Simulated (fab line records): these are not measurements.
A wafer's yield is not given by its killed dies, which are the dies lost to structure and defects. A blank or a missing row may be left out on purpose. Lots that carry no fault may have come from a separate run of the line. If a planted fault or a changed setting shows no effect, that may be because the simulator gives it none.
A single fault, viewed from 3 desks	flow n5 finfet	every desk sees just its own numbers, and what lay behind them comes last

THE DEFECT DESK
Lot by lot, what the route's inspections counted, given as the mean of those sampled wafers with a number. If a lot's mean is further than 4 standard deviations from the usual mean, the lot is out of limits and carries the mark OUT (the distance appears in the brackets).
Columns: A = raw defect count at N5_BEOL_M2_INSPECT_13, usual 453
lot	first seen here	A
L480	day 7 10:32	325
L481	day 7 15:16	373
L484	day 8 11:17	434
L497	day 11 04:58	440
L501	day 12 12:35	626
Result from this desk: across the 5 lots, nothing is out of limits.

AT THE METROLOGY DESK
Means of the sampled wafers that have a number, per lot and without regard to the tool the lot ran on: this is what the gauges read. If a lot's mean is further than 4 standard deviations from the usual mean, the lot is out of limits and carries the mark OUT (the distance appears in the brackets). 7 of its 12 readings are shown, namely those furthest out on some lot.
Columns: A = cd nm at N5_BEOL_M2_CD_MEAS_11, usual 16.77 nm; B = DIBL_N at N5_BEOL_M4_RC_MEAS_101, usual 36.3 mV/V; C = IOFF_N at N5_BEOL_M4_RC_MEAS_101, usual 0.155 nA/um; D = ION_N at N5_BEOL_M4_RC_MEAS_101, usual 671 uA/um; E = ION_P at N5_BEOL_M4_RC_MEAS_101, usual 459 uA/um; F = SS_N at N5_BEOL_M4_RC_MEAS_101, usual 71.5 mV/dec; G = VT_N at N5_BEOL_M4_RC_MEAS_101, usual 250.2 mV
lot	first seen here	A	B	C	D	E	F	G
L480	day 7 10:27	16.77	36.6	0.188	682	469	71.6	247.2
L481	day 7 15:10	16.68	36.8	0.180	685	461	71.2	246.3
L484	day 8 11:11	17.06	38.5	0.181	672	457	72.6	248.9
L497	day 11 04:52	16.63	36.4	0.147	663	456	71.6	252.3
L501	day 12 12:30	16.57	36.0	0.148	667	454	71.4	251.6
Result from this desk: across the 5 lots, nothing is out of limits.

FOR THE TOOL OWNER'S DESK: rie diel-03
The tool's own readings at N5_BEOL_M2_ETCH_64 (etches SOC in N2/H2, target depth 75 nm, overetch 22.5 nm, time 121.9 s): means of the sampled wafers that have a number, for each lot that ran on this tool. If a lot's mean is further than 4 standard deviations from the usual mean, the lot is out of limits and carries the mark OUT (the distance appears in the brackets).
Columns: A = bias w at N5_BEOL_M2_ETCH_64, usual 150.0 W; B = drypump motor current A at N5_BEOL_M2_ETCH_64, usual 5.9 A; C = oes product au at N5_BEOL_M2_ETCH_64, usual 0.59 a.u.; D = rf fwd power W at N5_BEOL_M2_ETCH_64, usual 837.2 W; E = rf vpp V at N5_BEOL_M2_ETCH_64, usual 524.2 V; F = showerhead plenum p Torr at N5_BEOL_M2_ETCH_64, usual 2.55 Torr; G = throttle valve pct at N5_BEOL_M2_ETCH_64, usual 17.71 %
lot	first seen here	A	B	C	D	E	F	G
L480	day 7 10:40	150.0	6.4	0.58	835.6	523.3	2.50	17.79
L497	day 11 05:04	150.0	6.0	0.59	840.9	523.8	2.54	17.51
Result from this desk: across the 2 lots, nothing is out of limits.

BROUGHT TOGETHER
The defect desk saw nothing out of limits.
Nothing out of limits was seen by the metrology desk.
The desk of the tool owner found nothing out of limits.

WHAT THE SIMULATOR HAD PUT IN
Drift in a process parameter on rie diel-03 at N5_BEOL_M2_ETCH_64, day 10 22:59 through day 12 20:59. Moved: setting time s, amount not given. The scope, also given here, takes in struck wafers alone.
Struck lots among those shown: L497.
